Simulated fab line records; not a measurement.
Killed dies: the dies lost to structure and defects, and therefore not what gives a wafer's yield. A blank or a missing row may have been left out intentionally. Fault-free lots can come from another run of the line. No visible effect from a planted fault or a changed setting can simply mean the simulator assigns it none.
Split-lot experiment || flow n5 finfet || 21 wafers read from 7 lots, route of 1938 steps

THE SPLIT
At N5_BEOL_M1_EXPOSE_25 (exposes mask V0, defocus 5 nm, target cd 24 nm), the setting dose mj was moved away from the recipe's 63 on 9 of the 21 wafers read, by -6.3% to +7.1%. The other wafers ran this setting at the recipe's value.

FROM THE SPLIT TO THE READING: what the file shows between them, 2 steps
- N5_BEOL_M1_PEB_26: peb time 60 s
- N5_BEOL_M1_DEVELOP_27: develop time 30 s

THE READING
cd nm, in nm, at N5_BEOL_M1_CD_MEAS_28 (target cd y 23.3 nm). Typical for fault-free wafers on this fab line: 24.00 nm, with standard deviation 0.27 nm.

{"wafer": "L074.1", "tool, chamber at the split": "euv scanner-01, 0", "dose mj as run": 60.24, "against the recipe": "-4.4%", "cd nm, nm": 23.41, "against lot-mates on the recipe": -0.90}
{"wafer": "L074.4", "tool, chamber at the split": "euv scanner-01, 0", "dose mj as run": 63, "against the recipe": "recipe", "cd nm, nm": 24.31, "against lot-mates on the recipe": "-"}
{"wafer": "L074.6", "tool, chamber at the split": "euv scanner-01, 0", "dose mj as run": 63, "against the recipe": "recipe", "cd nm, nm": 24.32, "against lot-mates on the recipe": "-"}
{"wafer": "L078.1", "tool, chamber at the split": "euv scanner-01, 0", "dose mj as run": 63, "against the recipe": "recipe", "cd nm, nm": 23.97, "against lot-mates on the recipe": "-"}
{"wafer": "L078.2", "tool, chamber at the split": "euv scanner-01, 0", "dose mj as run": 63, "against the recipe": "recipe", "cd nm, nm": 24.11, "against lot-mates on the recipe": "-"}
{"wafer": "L078.6", "tool, chamber at the split": "euv scanner-01, 0", "dose mj as run": 63, "against the recipe": "recipe", "cd nm, nm": 23.42, "against lot-mates on the recipe": "-"}
{"wafer": "L079.1", "tool, chamber at the split": "euv scanner-02, 0", "dose mj as run": 64.22, "against the recipe": "+1.9%", "cd nm, nm": 24.32, "against lot-mates on the recipe": "+0.36"}
{"wafer": "L079.2", "tool, chamber at the split": "euv scanner-02, 0", "dose mj as run": 63, "against the recipe": "recipe", "cd nm, nm": 24.12, "against lot-mates on the recipe": "-"}
{"wafer": "L079.6", "tool, chamber at the split": "euv scanner-02, 0", "dose mj as run": 63, "against the recipe": "recipe", "cd nm, nm": 23.81, "against lot-mates on the recipe": "-"}
{"wafer": "L085.1", "tool, chamber at the split": "euv scanner-01, 0", "dose mj as run": 67.48, "against the recipe": "+7.1%", "cd nm, nm": 25.14, "against lot-mates on the recipe": "+1.10"}
{"wafer": "L085.3", "tool, chamber at the split": "euv scanner-01, 0", "dose mj as run": 67.48, "against the recipe": "+7.1%", "cd nm, nm": 25.50, "against lot-mates on the recipe": "+1.46"}
{"wafer": "L085.5", "tool, chamber at the split": "euv scanner-01, 0", "dose mj as run": 63, "against the recipe": "recipe", "cd nm, nm": 24.04, "against lot-mates on the recipe": "-"}
{"wafer": "L093.1", "tool, chamber at the split": "euv scanner-01, 0", "dose mj as run": 59.01, "against the recipe": "-6.3%", "cd nm, nm": 22.61, "against lot-mates on the recipe": -1.19}
{"wafer": "L093.4", "tool, chamber at the split": "euv scanner-01, 0", "dose mj as run": 63, "against the recipe": "recipe", "cd nm, nm": 23.80, "against lot-mates on the recipe": "-"}
{"wafer": "L093.6", "tool, chamber at the split": "euv scanner-01, 0", "dose mj as run": 59.01, "against the recipe": "-6.3%", "cd nm, nm": 22.75, "against lot-mates on the recipe": -1.05}
{"wafer": "L094.4", "tool, chamber at the split": "euv scanner-02, 0", "dose mj as run": 63, "against the recipe": "recipe", "cd nm, nm": 24.51, "against lot-mates on the recipe": "-"}
{"wafer": "L094.5", "tool, chamber at the split": "euv scanner-02, 0", "dose mj as run": 63, "against the recipe": "recipe", "cd nm, nm": 24.42, "against lot-mates on the recipe": "-"}
{"wafer": "L094.6", "tool, chamber at the split": "euv scanner-02, 0", "dose mj as run": 61.01, "against the recipe": "-3.2%", "cd nm, nm": 23.62, "against lot-mates on the recipe": -0.85}
{"wafer": "L095.1", "tool, chamber at the split": "euv scanner-01, 0", "dose mj as run": 67.21, "against the recipe": "+6.7%", "cd nm, nm": 25.53, "against lot-mates on the recipe": "+1.21"}
{"wafer": "L095.2", "tool, chamber at the split": "euv scanner-01, 0", "dose mj as run": 67.21, "against the recipe": "+6.7%", "cd nm, nm": 25.38, "against lot-mates on the recipe": "+1.06"}
{"wafer": "L095.6", "tool, chamber at the split": "euv scanner-01, 0", "dose mj as run": 63, "against the recipe": "recipe", "cd nm, nm": 24.32, "against lot-mates on the recipe": "-"}

THE FIT
A straight line over all 21 wafers: cd nm changes by +0.193 nm for each +1% of dose mj; r = +0.94; the points scatter about the line by 0.27 nm.
The same after taking each lot's own level away (the mean of its wafers on the recipe; 21 wafers): +0.182 nm for each +1%; r = +0.98; scatter 0.16 nm.
According to that fit, moving dose mj by its largest amount changes the reading by 1.3 nm.
The lots' own levels span 23.800 to 24.465 nm, that is 2.5 times the standard deviation above.
The two slopes are in agreement: the lot-to-lot level therefore moves the slope only a little.
Check: +1.31 nm against its lot-mates is what the line predicts for one of the wafers moved furthest among these (+7.1%) when that wafer is left out of the fit. It came out at +1.1 nm against them.

ADDITIONAL SPLITS CARRIED BY THESE WAFERS
These wafers also went through other splits before the reading. Each is held against what the fit with the lots' levels taken away leaves over:
{"other split on the same wafers": "N5_BEOL_M1_ILD_DEP_00 time s", "wafers away from the commonest value": 10, "r with cd nm (lot level and that fit taken away)": -0.04}
{"other split on the same wafers": "N5_BEOL_M1_PECVD_72 time s", "wafers away from the commonest value": 8, "r with cd nm (lot level and that fit taken away)": "+0.03"}
{"other split on the same wafers": "N5_BEOL_M1_COAT_22 spin rpm", "wafers away from the commonest value": 9, "r with cd nm (lot level and that fit taken away)": -0.33}

THE WHOLE CHAIN: every reading that the file lists as answering this split, in the file's order
{"step": "N5_BEOL_M1_CD_MEAS_28", "what it does": "target cd y 23.3 nm", "reading": "cd nm", "change (the file's fit)": "+0.185 nm for each +1% of the setting", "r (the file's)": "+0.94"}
{"step": "N5_BEOL_M1_VIA_ETCH_34", "what it does": "etches the open film in C4F6/O2, target depth 67.8 nm, time 64.4 s", "reading": "BEOL_M1.cd nm (the simulator's own value, which no gauge read)", "change (the file's fit)": "+0.161 nm for each +1% of the setting", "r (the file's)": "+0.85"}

THE FILE'S OWN FIT
cd nm changes by +0.185 nm for each +1% of dose mj, r = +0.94.
